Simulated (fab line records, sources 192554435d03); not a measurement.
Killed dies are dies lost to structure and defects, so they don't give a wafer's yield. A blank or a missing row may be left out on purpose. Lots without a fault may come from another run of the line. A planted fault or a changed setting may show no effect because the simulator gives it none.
Split-lot experiment | flow n5_finfet | 7 lots, 21 wafers read, on a route of 1938 steps

THE SPLIT
At N5_BEOL_M10_COAT_05 (resist thk 90 nm), the setting spin_rpm was moved away from the recipe's 1500 rpm on 5 of the 21 wafers read, by -10.3% to +8.7%. The other wafers ran this setting at the recipe's value.

FROM THE SPLIT TO THE READING: what the file shows between them, 4 steps
- N5_BEOL_M10_EBR_07
- N5_BEOL_M10_SOFTBAKE_06: time 60 s
- N5_BEOL_M10_EXPOSE_08: exposes mask M10
- N5_BEOL_M10_PEB_09: peb time 60 s

THE READING
CAR-ArF_of_BEOL_M10_COAT_05.thk_nm (the simulator's own value, which no gauge read), in nm, at N5_BEOL_M10_DEVELOP_10 (develop time 30 s). The file gives no usual value for it. The 16 wafers here that ran the recipe average 88.2 nm, standard deviation 0.27 nm.

wafer  | tool, chamber at the split | spin_rpm as run, rpm | against the recipe | CAR-ArF_of_BEOL_M10_COAT_05.thk_nm, nm | against lot-mates on the recipe
L079.3 | litho_track-05, 0          | 1500                 | recipe             | 88.2                                   | -
L079.4 | litho_track-05, 0          | 1500                 | recipe             | 88.2                                   | -
L079.6 | litho_track-05, 0          | 1500                 | recipe             | 88.2                                   | -
L085.1 | litho_track-04, 0          | 1500                 | recipe             | 88.6                                   | -
L085.4 | litho_track-04, 0          | 1500                 | recipe             | 88.6                                   | -
L085.5 | litho_track-04, 0          | 1500                 | recipe             | 88.6                                   | -
L089.3 | litho_track-01, 0          | 1500                 | recipe             | 88.2                                   | -
L089.6 | litho_track-01, 0          | 1500                 | recipe             | 88.2                                   | -
L089.5 | litho_track-01, 0          | 1500                 | recipe             | 88.4                                   | -
L087.2 | litho_track-05, 0          | 1500                 | recipe             | 87.8                                   | -
L087.5 | litho_track-05, 0          | 1500                 | recipe             | 87.8                                   | -
L087.3 | litho_track-05, 0          | 1500                 | recipe             | 88.4                                   | -
L090.2 | litho_track-01, 0          | 1500                 | recipe             | 88.4                                   | -
L090.5 | litho_track-01, 0          | 1500                 | recipe             | 88.4                                   | -
L090.6 | litho_track-01, 0          | 1346                 | -10.3%             | 93.2                                   | +4.8
L094.1 | litho_track-04, 0          | 1500                 | recipe             | 87.8                                   | -
L094.4 | litho_track-04, 0          | 1500                 | recipe             | 88                                     | -
L094.6 | litho_track-04, 0          | 1447                 | -3.5%              | 89.8                                   | +1.9
L097.2 | litho_track-05, 0          | 1630                 | +8.7%              | 84.8                                   | no lot-mate on the recipe
L097.6 | litho_track-05, 0          | 1630                 | +8.7%              | 84.8                                   | no lot-mate on the recipe
L097.3 | litho_track-05, 0          | 1630                 | +8.7%              | 84.6                                   | no lot-mate on the recipe

THE FIT
A straight line over all 21 wafers: CAR-ArF_of_BEOL_M10_COAT_05.thk_nm changes by -0.432 nm for each +1% of spin_rpm; r = -0.99; the points scatter about the line by 0.28 nm.
The same after taking each lot's own level away (the mean of its wafers on the recipe; 18 wafers): -0.474 nm for each +1%; r = -0.99; scatter 0.15 nm.
On that fit, the largest move of spin_rpm shifts the reading by 4.9 nm.
The lots' own levels span 87.90 to 88.60 nm, that is 2.6 times the standard deviation above.
So the lot-to-lot level changes the slope little: the two slopes agree.
Check: with one of the wafers moved furthest among these (-10.3%) left out of the fit, the line predicts +5.52 nm for it against its lot-mates. It came out at +4.8 nm against them.

OTHER SPLITS ON THESE WAFERS
These wafers also went through other splits before the reading. Each is held against what the fit with the lots' levels taken away leaves over:
other split on the same wafers   | wafers away from the commonest value | r with CAR-ArF_of_BEOL_M10_COAT_05.thk_nm (lot level and that fit taken away)
N5_BEOL_M8_EXPOSE_25 dose_mj     | 9                                    | -0.07
N5_BEOL_M8_TRENCH_ETCH_37 time_s | 10                                   | +0.13
N5_BEOL_M8_CURE_75 time_s        | 7                                    | -0.03
N5_BEOL_M10_PECVD_70 time_s      | 7                                    | +0.03

THE WHOLE CHAIN: every reading that the file lists as answering this split, in the file's order
step                   | what it does      | reading                                                                             | change (the file's fit)               | r (the file's)
N5_BEOL_M10_COAT_05    | resist thk 90 nm  | CAR-ArF_of_BEOL_M10_COAT_05.thk_nm (the simulator's own value, which no gauge read) | -0.492 nm for each +1% of the setting | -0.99
N5_BEOL_M10_DEVELOP_10 | develop time 30 s | CAR-ArF_of_BEOL_M10_COAT_05.thk_nm (the simulator's own value, which no gauge read) | -0.475 nm for each +1% of the setting | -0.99

THE FILE'S OWN FIT
CAR-ArF_of_BEOL_M10_COAT_05.thk_nm changes by -0.475 nm for each +1% of spin_rpm, r = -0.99.
